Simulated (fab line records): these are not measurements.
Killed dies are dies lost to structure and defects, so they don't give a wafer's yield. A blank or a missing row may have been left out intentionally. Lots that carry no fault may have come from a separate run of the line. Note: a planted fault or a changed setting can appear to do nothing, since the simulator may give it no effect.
Comparing a struck lot with a sound one :: flow n5Finfet :: 44 steps out of a route of 1938
Sound: these wafers, L870.2, L870.4, L870.6. Struck: wafer L874.5 (L874.1, L874.4, from the same lot, were not struck and are left out); the cause is given at the end.
Order at every step that has rows: each side's tool, ch and its chambers, its first start. Under that, the readings that differ: sound wafers :: struck wafers :: difference of the means :: sigmas: that difference in standard deviations of wafers without a fault.
alike: words and numbers the same on both sides, and readings whose means are apart by under 2 such deviations; not compared: readings that were withheld, readings missing a value for some wafer, numbers with overlapping values and no deviation given by the record, and bounds like >300 which may hide the same value.
Wherever a step has rows on one side only, a row that says differs or no value, or a row with sigmas, the two part there. Numbers that don't overlap but have no deviation are shown without sigmas and don't part them. Lack of a reading on every wafer of one side parts them only where that side has two or more wafers.

first, 3 steps without rows for these wafers: N5_BEOL_M3_ANNEAL_95 (time 240 s); N5_BEOL_M3_SPUTTER_96 (material Cu, target thk 4.5 nm, time 8.29 s); N5_BEOL_M3_ECD_50 (material Cu, target thk 300 nm).
N5_BEOL_M3_ANNEAL_51: time 90 s.
  sound on rtpAnneal-02 ch 0, day 8 13:55; struck on rtpAnneal-01 ch 0, day 9 10:45
  alike: wafer_temp_C_max
then, 1 step without rows for these wafers: N5_BEOL_M3_CMP_52 (polishes, stops on SiOC, t overpolish 6.8 s, target thk 40 nm).
N5_BEOL_M3_THK_MEAS_53: measures by xrf.
  sound on filmMetro-02 at day 8 14:37; struck on filmMetro-02 at day 9 11:20
  alike: M3_THK
N5_BEOL_M3_PRE_CLEAN_60: time 15 s.
  sound on cvdCo-01 ch 0,1,2, day 8 14:38; struck on cvdCo-02 ch 2, day 9 11:22
  alike: heaterPowerW
then, 3 steps without rows for these wafers: N5_BEOL_M3_CO_CAP_55 (material Co, precursor CCTBA/H2, target thk 2 nm, time 102.1 s); N5_BEOL_M3_PRE_CLEAN_56 (time 15 s); N5_BEOL_M3_DEP_57 (deposits SiCN from 3MS/NH3, target thk 8 nm, time 14 s).
N5_BEOL_M3_RS_MEAS_58: the measuring method here is four-point-probe.
  sound on filmMetro-02 at day 8 14:52; struck on filmMetro-02 at day 9 11:38
  alike: M3_RS
N5_BEOL_M3_INSPECT_59: inspects for defects (darkfield).
  sound on defectInspect-02 at day 8 14:53; struck on defectInspect-01 at day 9 11:39
  alike: rawDefectCount
N5_BEOL_M4_ILD_DEP_00: deposits SiOC from DEMS/O2, target thk 79 nm, time 15.3 s.
  sound on pecvd-03 ch 0,1,2, day 8 14:56; struck on pecvd-01 ch 1, day 9 11:41
reading: throttleValvePct (%)
sound: 11.3 11.4 11.9
struck: 12.9
difference: +1.4
sigmas: +2

reading: model.SiOC_of_BEOL_M4_ILD_DEP_00.thkNm (nm)
sound: 78.4 79.2 79.4
struck: 38.4
difference: -40.6
sigmas: 
  alike: heaterPowerW, showerheadPlenumPTorr
N5_BEOL_M4_THK_MEAS_01:
  sound on filmMetro-01 at day 8 15:00; struck on filmMetro-01 at day 9 11:46
reading: M4_ILD_THK (nm)
sound: 78.4 79.3 79.5
struck: 38.4
difference: -40.7
sigmas: -37
N5_BEOL_M4_PECVD_72: deposits SiO2 from TEOS/O2, target thk 16 nm, time 18 s.
  sound on pecvd-03 ch 0,2, day 8 15:02; struck on pecvd-04 ch 0, day 9 11:47
reading: heaterPowerW (W)
sound: 724 669 713
struck: 540
difference: -162
sigmas: -3
  alike: showerheadPlenumPTorr, throttleValvePct
N5_BEOL_M4_HM_DEP_02: deposits TiN, target thk 20 nm.
  sound on pvdSputter-01 at day 8 17:49; struck on pvdSputter-03 at day 9 12:21
  alike: throttleValvePct
then, 9 steps without rows for these wafers: N5_BEOL_M4_COAT_61 (time 60 s, resist thk 60 nm); N5_BEOL_M4_COAT_62 (time 60 s, resist thk 12 nm); N5_BEOL_M4_COAT_73 (time 60 s, resist thk 5 nm); N5_BEOL_M4_COAT_05 (resist thk 30 nm); N5_BEOL_M4_EBR_07; N5_BEOL_M4_SOFTBAKE_06 (time 60 s); N5_BEOL_M4_EXPOSE_08 (exposes mask M4); N5_BEOL_M4_PEB_09 (peb time 60 s); N5_BEOL_M4_DEVELOP_10 (develop time 30 s).
N5_BEOL_M4_CD_MEAS_11: target cd 16.79 nm.
  sound on cdSem-01 ch 0, day 8 18:13; struck on cdSem-01 ch 0, day 9 12:53
  alike: cdNm
N5_BEOL_M4_OVL_MEAS_12:
  sound on overlay-02 ch 0, day 8 18:16; struck on overlay-01 ch 0, day 9 12:55
  alike: M4_OVL
N5_BEOL_M4_INSPECT_13: inspects for defects (brightfield).
  sound on defectInspect-02 at day 8 18:19; struck on defectInspect-01 at day 9 12:59
  alike: rawDefectCount
then, 3 steps without rows for these wafers: N5_BEOL_M4_DESCUM_16 (chemistry O2, time 7 s); N5_BEOL_M4_ETCH_74 (etches underlayer in N2/H2, target depth 6.5 nm, time 5.2 s); N5_BEOL_M4_ETCH_63 (etches SiARC in CF4, target depth 15.6 nm, time 26 s).
N5_BEOL_M4_ETCH_64: etches SOC in N2/H2, target depth 75 nm, overetch 22.5 nm, time 121.9 s.
  sound on rieDiel-03 ch 1,2,3, day 8 18:39; struck on rieDiel-05 ch 3, day 9 13:05
  alike: drypumpMotorCurrentA, oesProductAu, rfVppV, showerheadPlenumPTorr, throttleValvePct
  not compared: rfHoursCounterH
then, 5 steps without rows for these wafers: N5_BEOL_M4_STRIP_65 (strips in N2/H2); N5_BEOL_M4_STRIP_75 (strips in N2/H2); N5_BEOL_M4_STRIP_66 (strips in CF4); N5_BEOL_M4_HM_OPEN_17 (chemistry Cl2/BCl3, target TiN, target depth 20 nm, overetch 6 nm); N5_BEOL_M4_STRIP_19 (strips in O2).
N5_BEOL_M4_CD_MEAS_18: pitch 36 nm, target cd 18 nm.
  sound on cdSem-01 at day 8 19:08; struck on cdSem-02 at day 9 13:26
  alike: cdNm
then, 4 steps without rows for these wafers: N5_BEOL_M4_COAT_67 (time 60 s, resist thk 60 nm); N5_BEOL_M4_COAT_68 (time 60 s, resist thk 12 nm); N5_BEOL_M4_COAT_76 (time 60 s, resist thk 5 nm); N5_BEOL_M4_COAT_22 (resist thk 30 nm).
N5_BEOL_M4_CMP_52: polishes, stops on SiOC, t overpolish 6.8 s, target thk 40 nm.
  sound on cmp-02 ch 1,2, day 9 04:48; struck on cmp-01 ch 0, day 10 05:53
reading: model.SiOC_of_BEOL_M4_ILD_DEP_00.thkNm (nm)
sound: 75.4 76.2 76.4
struck: 35.4
difference: -40.6
sigmas: 
  alike: clearingPlatenDownForcePsi, motorCurrentA
N5_BEOL_M4_RC_MEAS_101:
  the record has rows for the sound wafers here (prober-01 ch 0, day 9 05:35) and none for the struck ones

## WHERE THEY PART
First at N5_BEOL_M4_ILD_DEP_00; last, within this record, at N5_BEOL_M4_RC_MEAS_101.

WHY: what the simulator had put in
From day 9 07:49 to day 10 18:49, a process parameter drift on pecvd-01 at N5_BEOL_M4_ILD_DEP_00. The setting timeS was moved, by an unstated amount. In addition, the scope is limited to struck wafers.
